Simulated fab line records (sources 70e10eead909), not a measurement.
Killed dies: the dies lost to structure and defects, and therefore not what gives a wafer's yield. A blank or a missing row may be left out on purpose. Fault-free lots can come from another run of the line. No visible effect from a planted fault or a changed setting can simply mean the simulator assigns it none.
Chamber matching | flow nandHarc | NHARC_A_STAIRCASE_STRIP_296 on wetBench-01: 8 sister chambers
The step strips in SPM, time 900 s. 12 wafers are shown with their chamber, then 7 later ones without.

WAFERS, EACH WITH ITS CHAMBER
wafer  | chamber | bathHeatDutyPct (%)
L570.4 | 1       | 15.6
L570.6 | 7       | 13.7
L575.3 | 3       | 16.1
L575.4 | 4       | 17.0
L575.5 | 0       | 13.8
L578.2 | 2       | 15.5
L578.3 | 4       | 15.2
L577.2 | 1       | 14.5
L577.4 | 5       | 13.0
L577.6 | 0       | 14.1
L587.2 | 6       | 14.7
L587.3 | 5       | 12.5

WAFERS MISSING THEIR CHAMBER
wafer  | bathHeatDutyPct (%)
L587.6 | 13.5
L590.3 | 14.1
L590.4 | 14.0
L590.5 | 13.4
L591.1 | 13.1
L591.2 | 13.7
L591.4 | 13.8

CHAMBER TAKEN BY EACH
wafer  | from the rows above                         | in truth
L587.6 | can't be placed: 7 or 0 or 5 or 6 or 1      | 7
L590.3 | can't be placed: 0 or 7 or 6 or 1 or 5 or 2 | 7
L590.4 | can't be placed: 0 or 7 or 6 or 1 or 5 or 2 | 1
L590.5 | can't be placed: 7 or 0 or 5 or 6 or 1      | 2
L591.1 | can't be placed: 5 or 7 or 0 or 6           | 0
L591.2 | can't be placed: 7 or 0 or 5 or 6 or 1      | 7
L591.4 | can't be placed: 7 or 0 or 6 or 5 or 1      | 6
0 of 7 placed correctly. Cannot be placed on the basis of these rows: 7; the candidates contain the true chamber in 6. Number placed wrongly: 0.
How it was worked out, from the rows above alone: a wafer's distance from a chamber is the root of the sum, over the readings, of the square of ((its reading less the chamber's mean) divided by the reading's scatter). The wafer belongs to the nearest chamber; if the next one is less than 2 further off, it can't be placed. The mean given for a chamber averages the wafers shown for that chamber. How the scatter is found: for the shown wafers, subtract from each reading the mean of its chamber, square and add these, divide the total by (wafers less chambers), then take the root.
